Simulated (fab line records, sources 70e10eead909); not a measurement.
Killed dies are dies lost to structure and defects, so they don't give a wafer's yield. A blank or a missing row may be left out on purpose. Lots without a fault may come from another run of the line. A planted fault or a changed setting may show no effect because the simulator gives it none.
fab line records | flow nand_harc | part 1 of 2: steps 1 to 4 of 6
record lots=24 wafers=72 last_day=33
route steps=1302 shown P_BONDPAD@372 A_ZERO_WELL@401 A_ONON_D1@447 A_CHANNEL_HOLE_D1@483 A_CHANNEL_FILL_D1@509
lots that met no fault: from a run of the same line without faults
start_h: hours from the record's first day to the start of the lot's first wafer shown | wait_h: hours since the lot's step before | " the same as in the row above | L1.1+2: a row that stands for several wafers | - no value, or no start given | * or withheld: withheld | < > ~ a bound
route shown NAME@n: a module of which the file shows steps, and the number in the route of the first | usual: mean/standard deviation of fault-free wafers | same: alike in all rows | chamber/n: place in a boat | sites: the reading at each site | _std_site: their standard deviation | _edge_site: outer sites' mean less inner sites' | radius_mm: how far each site lies from the wafer's centre | mask NAME#n: copy n | behind: the tool/chamber that last shaped the wafer | hold: why the lot was held/for how many hours/how that ended | device: the transistor (n, p or np) that didn't switch | end of line: the same wafers' tests at the end of the route | a step without rows: its recipe alone | killed: dies lost to structure and defects at the first sort, not the wafer's yield | map: a wafer's dies, x killed, . not, _ none there
set.NAME: the setting as run; set.NAME@STEP: as run at that earlier step | model.NAME: the simulator's own value behind a step, which no gauge read
steps of the route over a sample of lots; a table a step, a row a wafer
services: from which hour (start_h, from the record's first day; less than 0 if before it) a tool's chamber was out of use, for how many hours, and why
## steps
# step NHARC_P_BONDPAD_ETCH_24
# recipe target_depth_a=300 over_etch_frac=0.3 time_s=72.99 ion_energy_ev=150 cf4_flow_sccm=50 n2_flow_sccm=100 ar_flow_sccm=150 rf_w=300 bias_w=100 chemistry=CF4/N2
# usual drypump_motor_current_A=5.7/0.5 mfc_ar_sccm=150.0/0.43 n2_flow_sccm=100.01/0.28 oes_product_au=1.002/0.0072 rf_vpp_V=313.0/1.3 showerhead_plenum_p_Torr=2.55/0.064 throttle_valve_pct=19.795/0.0093
# columns lot.wafer tool chamber start_h wait_h drypump_motor_current_A mfc_ar_sccm n2_flow_sccm oes_product_au rf_hours_counter_h rf_vpp_V showerhead_plenum_p_Torr throttle_valve_pct
L074.1 rie_diel-03 3 - - 4.9 150.3 99.41 0.997 1 315.7 2.71 19.783
L074.2 " 0 " " 4.7 150.9 99.41 1.007 0 310.6 2.51 19.792
L074.5 " 3 " " 4.9 149.8 100.07 1.008 - 315.1 2.71 19.809
L075.2 rie_diel-04 3 - - 6.0 149.8 99.59 1.002 8 312.2 2.55 19.813
L075.1 " 0 " " 5.6 149.6 99.72 1.002 7 312.9 2.56 19.798
L075.3 " 1 " " 6.3 150.0 100.00 1.000 7 310.5 2.46 19.797
L076.1 rie_diel-04 0 - - 5.5 149.4 99.60 1.008 8 312.6 2.56 19.780
L076.4 " 1 " " 6.3 149.7 99.81 0.999 7 310.9 2.46 19.801
L076.5 " 0 " " 5.6 149.0 100.09 1.011 - 313.2 2.56 19.797
L077.2 rie_diel-03 0 160.16 0.2 4.7 149.6 99.82 0.994 1 312.1 2.51 19.817
L077.5 " 0 " " 4.7 149.9 99.73 1.010 - 312.1 2.51 19.800
L077.6 " 1 " " 5.4 150.3 99.91 0.991 - 313.6 2.59 19.785
L078.1 rie_diel-04 3 174.01 0.1 6.1 149.9 99.93 0.994 9 313.7 2.55 19.799
L078.3 " 2 " " 6.0 150.4 100.18 1.006 9 312.0 2.52 19.792
L078.5 " 2 " " 6.0 150.9 100.01 1.002 - 311.7 2.52 19.787
L079.2 rie_diel-03 2 182.30 0.1 6.3 151.0 100.02 1.006 2 312.8 2.50 19.796
L079.4 " 1 " " 5.4 149.7 99.99 0.999 - 313.4 2.59 19.774
L079.5 " 2 " " 6.3 150.3 100.05 1.001 - 312.0 2.50 19.796
L080.2 rie_diel-04 3 - - 6.0 149.3 99.97 1.004 1 313.3 2.55 19.778
L080.4 " 1 " " 6.3 150.2 99.81 1.007 0 313.5 2.46 19.787
L080.5 " 2 " " 6.0 150.2 99.88 1.005 - 312.8 2.52 19.804
L081.3 rie_diel-04 3 207.71 0.2 6.0 150.7 100.36 0.986 2 311.2 2.55 19.815
L081.2 " 0 " " 5.6 149.9 99.84 1.014 1 312.8 2.56 19.809
L081.6 " 3 " " 6.1 150.8 99.95 0.996 - 312.2 2.55 19.789
L082.3 rie_diel-10 2 - - 5.3 149.6 99.78 1.008 10 313.9 2.62 19.789
L082.4 " 3 " " 5.6 149.8 99.94 0.993 8 311.3 2.49 19.811
L082.2 " 0 " " 6.0 149.8 99.73 0.998 8 315.7 2.68 19.789
L083.4 rie_diel-04 0 - - 5.6 149.5 100.14 1.011 3 313.4 2.56 19.794
L083.2 " 1 " " 6.3 149.9 100.18 1.003 2 312.5 2.46 19.800
L083.6 " 0 " " 5.6 150.0 100.16 1.006 - 313.9 2.56 19.787
L084.3 rie_diel-03 1 232.04 0.2 5.4 149.9 99.84 0.996 4 312.3 2.59 19.791
L084.5 " 2 " " 6.4 150.2 100.37 1.001 - 312.1 2.50 19.808
L084.4 " 1 " " 5.4 150.2 100.37 1.005 - 314.1 2.59 19.787
L085.1 rie_diel-03 2 246.66 0.2 6.3 150.1 100.48 1.008 4 311.9 2.50 19.791
L085.5 " 0 " " 4.7 149.6 100.04 1.001 - 312.1 2.51 19.799
L085.6 " 2 " " 6.3 150.1 100.66 0.991 - 312.8 2.50 19.800
L086.1 rie_diel-10 3 - - 5.6 149.7 99.77 0.992 0 313.1 2.49 19.796
L086.4 " 0 " " 6.0 150.0 100.07 1.002 0 314.3 2.68 19.794
L086.5 " 0 " " 6.0 150.7 100.08 1.008 - 314.7 2.68 19.806
L087.4 rie_diel-04 3 - - 6.0 150.6 99.47 0.999 5 312.9 2.54 19.799
L087.1 " 0 " " 5.6 149.3 100.02 1.011 6 313.3 2.56 19.783
L087.6 " 3 " " 6.1 150.5 100.27 1.003 - 313.0 2.54 19.793
L089.4 rie_diel-10 3 - - 5.6 149.7 100.46 0.992 1 312.4 2.49 19.809
L089.1 " 0 " " 6.0 149.9 99.75 1.003 1 314.6 2.68 19.783
L089.6 " 3 " " 5.6 149.5 99.63 1.000 - 311.0 2.49 19.803
L088.2 rie_diel-04 3 - - 6.0 149.4 100.41 0.995 6 312.6 2.54 19.796
L088.1 " 1 " " 6.3 149.9 99.85 1.011 6 311.6 2.46 19.787
L088.4 " 2 " " 6.0 149.5 99.85 0.999 6 311.0 2.52 19.796
L090.1 rie_diel-04 1 - - 6.3 149.9 99.78 1.001 6 311.4 2.46 19.783
L090.4 " 2 " " 6.0 149.6 99.77 1.016 6 311.9 2.52 19.788
L090.5 " 0 " " 5.5 150.0 100.05 1.011 - 314.3 2.56 19.796
L091.1 rie_diel-03 3 - - 4.9 149.3 100.26 0.988 0 314.5 2.71 19.776
L091.4 " 2 " " 6.3 150.0 99.73 0.995 1 310.2 2.50 19.786
L091.6 " 0 " " 4.7 150.0 99.87 0.997 - 313.9 2.51 19.785
L093.1 rie_diel-03 2 319.87 0.1 6.3 150.1 99.88 1.006 1 311.1 2.50 19.803
L093.6 " 2 " " 6.3 149.7 99.40 0.997 - 313.7 2.50 19.782
L093.5 " 3 " " 4.9 150.2 100.10 0.993 - 316.3 2.71 19.791
L092.4 rie_diel-03 1 320.58 0.1 5.4 149.8 100.04 0.996 - 314.4 2.59 19.804
L092.6 " 2 " " 6.3 150.4 100.06 0.998 - 311.2 2.50 19.800
L092.5 " 3 " " 4.9 150.6 100.04 1.003 - 314.5 2.71 19.797
L094.1 rie_diel-10 2 - - 5.3 150.1 99.92 0.987 4 315.2 2.62 19.792
L094.4 " 0 " " 5.9 149.9 100.06 1.005 4 314.3 2.68 19.791
L094.5 " 3 " " 5.6 149.2 99.90 0.997 - 312.3 2.48 19.800
L095.4 rie_diel-04 1 - - 6.2 150.2 100.03 1.000 10 311.7 2.46 19.794
L095.2 " 2 " " 6.0 150.1 99.76 1.008 9 313.6 2.52 19.794
L095.1 " 0 " " 5.6 150.6 100.39 1.010 11 312.4 2.56 19.810
L097.2 rie_diel-10 3 365.49 0.2 5.6 150.0 100.20 1.001 6 311.4 2.48 19.791
L097.6 " 0 " " 6.0 150.0 100.39 1.003 - 314.5 2.68 19.794
L097.5 " 2 " " 5.3 149.8 100.08 1.004 - 314.9 2.62 19.790
L096.2 rie_diel-03 2 - - 6.3 150.5 100.15 1.003 2 313.7 2.50 19.801
L096.4 " 3 " " 4.9 150.5 99.88 0.993 2 316.1 2.71 19.778
L096.6 " 1 " " 5.4 150.5 99.96 0.992 - 313.1 2.59 19.796
# step NHARC_P_BONDPAD_ANNEAL_28
# recipe temp_c=225 time_s=90
# usual wafer_temp_C_max=226.3/0.5
# columns lot.wafer tool chamber start_h wait_h wafer_temp_C_max
L074.1 rtp_anneal-02 0 139.38 - 225.9
L074.2 " 0 " " 225.6
L074.5 " 0 " " 226.1
L075.1 rtp_anneal-02 0 144.66 0.3 225.9
L075.2 " 0 " " 225.7
L075.3 " 0 " " 225.8
L076.1 rtp_anneal-01 0 150.91 0.3 226.8
L076.4 " 0 " " 226.3
L076.5 " 0 " " 226.4
L077.2 rtp_anneal-02 0 161.38 - 225.7
L077.5 " 0 " " 225.9
L077.6 " 0 " " 225.6
L078.1 rtp_anneal-01 0 175.15 - 226.6
L078.3 " 0 " " 226.1
L078.5 " 0 " " 226.7
L079.2 rtp_anneal-01 0 183.49 0.4 226.8
L079.4 " 0 " " 226.8
L079.5 " 0 " " 226.9
L080.2 rtp_anneal-01 0 193.85 0.4 226.7
L080.4 " 0 " " 226.3
L080.5 " 0 " " 226.0
L081.2 rtp_anneal-02 0 208.89 - 225.9
L081.3 " 0 " " 226.2
L081.6 " 0 " " 225.6
L082.2 rtp_anneal-01 0 231.66 - 226.7
L082.3 " 0 " " 226.4
L082.4 " 0 " " 226.5
L083.2 rtp_anneal-01 0 232.30 - 227.1
L083.4 " 0 " " 226.9
L083.6 " 0 " " 226.5
L084.3 rtp_anneal-01 0 233.28 - 226.6
L084.4 " 0 " " 226.4
L084.5 " 0 " " 226.0
L085.1 rtp_anneal-01 0 247.82 - 227.1
L085.5 " 0 " " 226.2
L085.6 " 0 " " 226.4
L086.1 rtp_anneal-01 0 253.00 0.3 226.4
L086.4 " 0 " " 226.5
L086.5 " 0 " " 227.3
L087.1 rtp_anneal-01 0 272.25 - 226.5
L087.4 " 0 " " 226.2
L087.6 " 0 " " 226.5
L089.1 rtp_anneal-02 0 282.79 - 226.1
L089.4 " 0 " " 226.1
L089.6 " 0 " " 225.7
L088.1 rtp_anneal-02 0 285.60 0.4 225.9
L088.2 " 0 " " 226.0
L088.4 " 0 " " 226.0
L090.1 rtp_anneal-02 0 296.46 - 226.0
L090.4 " 0 " " 225.5
L090.5 " 0 " " 226.0
L091.1 rtp_anneal-02 0 305.33 - 225.6
L091.4 " 0 " " 225.7
L091.6 " 0 " " 225.7
L093.1 rtp_anneal-01 0 321.07 - 227.4
L093.5 " 0 " " 226.4
L093.6 " 0 " " 226.6
L092.4 rtp_anneal-02 0 321.86 - 225.9
L092.5 " 0 " " 226.1
L092.6 " 0 " " 226.2
L094.1 rtp_anneal-02 0 341.45 - 225.9
L094.4 " 0 " " 226.1
L094.5 " 0 " " 225.7
L095.1 rtp_anneal-01 0 351.93 0.3 226.8
L095.2 " 0 " " 227.2
L095.4 " 0 " " 227.7
L097.2 rtp_anneal-01 0 366.67 - 226.1
L097.5 " 0 " " 226.3
L097.6 " 0 " " 227.1
L096.2 rtp_anneal-01 0 368.38 - 227.3
L096.4 " 0 " " 226.9
L096.6 " 0 " " 227.0
# step NHARC_A_ZERO_WELL_CD_MEAS_10
# recipe target_cd_nm=2000 landing_energy_ev=500
# usual cd_nm=1999.8/1.3
# columns lot.wafer tool chamber start_h wait_h cd_nm
L074.1 cd_sem-01 0 141.63 - 2000.2
L074.2 " 0 " " 1998.1
L074.5 " 0 " " 1998.9
L075.1 cd_sem-03 0 146.86 - 1999.9
L075.2 " 0 " " 1999.5
L075.3 " 0 " " 2000.4
L076.1 cd_sem-03 0 153.08 - 1998.7
L076.4 " 0 " " 1999.1
L076.5 " 0 " " 2000.2
L077.2 cd_sem-02 0 163.51 - 1999.9
L077.5 " 0 " " 2000.4
L077.6 " 0 " " 2000.8
L078.1 cd_sem-02 0 177.37 - 1998.4
L078.3 " 0 " " 1997.9
L078.5 " 0 " " 2000.3
L079.2 cd_sem-01 0 185.66 - 1999.6
L079.4 " 0 " " 1999.1
L079.5 " 0 " " 1999.8
L080.2 cd_sem-02 0 196.00 - 2000.1
L080.4 " 0 " " 2000.3
L080.5 " 0 " " 2000.6
L081.2 cd_sem-01 0 210.93 - 1998.4
L081.3 " 0 " " 1998.9
L081.6 " 0 " " 1998.6
L082.2 cd_sem-03 0 233.66 - 2002.1
L082.3 " 0 " " 2000.8
L082.4 " 0 " " 1999.5
L083.2 cd_sem-03 0 234.33 - 1999.9
L083.4 " 0 " " 2000.5
L083.6 " 0 " " 1999.0
L084.3 cd_sem-03 0 235.27 - 2000.3
L084.4 " 0 " " 1999.7
L084.5 " 0 " " 1999.7
L085.1 cd_sem-02 0 250.03 - 1999.3
L085.5 " 0 " " 2000.1
L085.6 " 0 " " 1999.7
L086.1 cd_sem-02 0 255.19 - 1998.8
L086.4 " 0 " " 1999.1
L086.5 " 0 " " 1998.6
L087.1 cd_sem-02 0 274.45 - 2000.6
L087.4 " 0 " " 1998.6
L087.6 " 0 " " 1998.5
L089.1 cd_sem-01 0 285.02 - 1999.6
L089.4 " 0 " " 2000.0
L089.6 " 0 " " 1999.9
L088.1 cd_sem-01 0 287.81 - 2001.0
L088.2 " 0 " " 2000.8
L088.4 " 0 " " 2000.0
L090.1 cd_sem-01 0 298.55 - 2003.7
L090.4 " 0 " " 2003.1
L090.5 " 0 " " 2004.6
L091.1 cd_sem-03 0 307.38 - 1998.4
L091.4 " 0 " " 2000.2
L091.6 " 0 " " 1999.3
L093.1 cd_sem-03 0 323.24 - 2000.3
L093.5 " 0 " " 1998.2
L093.6 " 0 " " 1998.7
L092.4 cd_sem-01 0 323.91 - 1999.8
L092.5 " 0 " " 2001.0
L092.6 " 0 " " 2001.6
L094.1 cd_sem-02 0 343.53 - 1997.7
L094.4 " 0 " " 1999.6
L094.5 " 0 " " 1998.0
L095.1 cd_sem-01 0 354.00 - 1999.0
L095.2 " 0 " " 1997.7
L095.4 " 0 " " 1998.7
L097.2 cd_sem-01 0 368.88 - 2000.3
L097.5 " 0 " " 2002.1
L097.6 " 0 " " 2003.1
L096.2 cd_sem-03 0 370.52 - 2000.8
L096.4 " 0 " " 2000.5
L096.6 " 0 " " 1999.7
# step NHARC_A_ONON_D1_THK_MEAS_34
# recipe thk_meas_gauge=ellipsometry
# usual thk_nm=200.3/2.6
# columns lot.wafer tool chamber start_h wait_h thk_nm
L074.1 film_metro-02 - 178.73 - 197.4
L074.2 " - " " 196.8
L074.5 " - " " 201.2
L075.1 film_metro-02 - 182.82 - 199.2
L075.2 " - " " 199.7
L075.3 " - " " 199.6
L076.1 film_metro-01 - 190.37 - 202.9
L076.4 " - " " 200.7
L076.5 " - " " 202.4
L077.2 film_metro-01 - 198.31 - 195.8
L077.5 " - " " 202.9
L077.6 " - " " 202.5
L078.1 film_metro-01 - 214.57 - 200.9
L078.3 " - " " 198.2
L078.5 " - " " 204.8
L079.2 film_metro-01 - 221.20 - 197.2
L079.4 " - " " 199.9
L079.5 " - " " 201.2
L080.2 film_metro-01 - 232.64 - 199.8
L080.4 " - " " 204.9
L080.5 " - " " 204.3
L081.2 film_metro-01 - 252.40 - 196.1
L081.3 " - " " 197.8
L081.6 " - " " 203.5
L082.2 film_metro-01 - 272.88 - 196.1
L082.3 " - " " 195.8
L082.4 " - " " 199.0
L084.3 film_metro-02 - 273.02 - 198.2
L084.4 " - " " 200.7
L084.5 " - " " 203.5
L083.2 film_metro-02 - 273.23 - 195.1
L083.4 " - " " 200.5
L083.6 " - " " 201.4
L085.1 film_metro-01 - 288.64 - 201.3
L085.5 " - " " 201.2
L085.6 " - " " 203.6
L086.1 film_metro-01 - 288.70 - 199.2
L086.4 " - " " 202.0
L086.5 " - " " 199.5
L087.1 film_metro-01 - 309.89 0.5 195.6
L087.4 " - " " 197.7
L087.6 " - " " 198.2
L088.1 film_metro-02 - 321.05 - 197.4
L088.2 " - " " 200.7
L088.4 " - " " 201.9
L089.1 film_metro-01 - 321.10 - 199.7
L089.4 " - " " 202.6
L089.6 " - " " 202.3
L090.1 film_metro-02 - 338.42 - 197.1
L090.4 " - " " 200.9
L090.5 " - " " 198.7
L091.1 film_metro-01 - 348.84 - 199.3
L091.4 " - " " 198.8
L091.6 " - " " 196.8
L092.4 film_metro-02 - 358.06 - 205.7
L092.5 " - " " 207.3
L092.6 " - " " 207.5
L093.1 film_metro-01 - 358.06 - 198.5
L093.5 " - " " 202.4
L093.6 " - " " 204.1
L094.1 film_metro-01 - 378.66 - 197.7
L094.4 " - " " 199.1
L094.5 " - " " 203.4
L095.1 film_metro-02 - 401.09 - 200.8
L095.2 " - " " 197.9
L095.4 " - " " 202.3
L096.2 film_metro-02 - 406.71 - 201.6
L096.4 " - " " 204.2
L096.6 " - " " 200.2
L097.2 film_metro-02 - 406.75 - 199.5
L097.5 " - " " 200.3
L097.6 " - " " 203.4
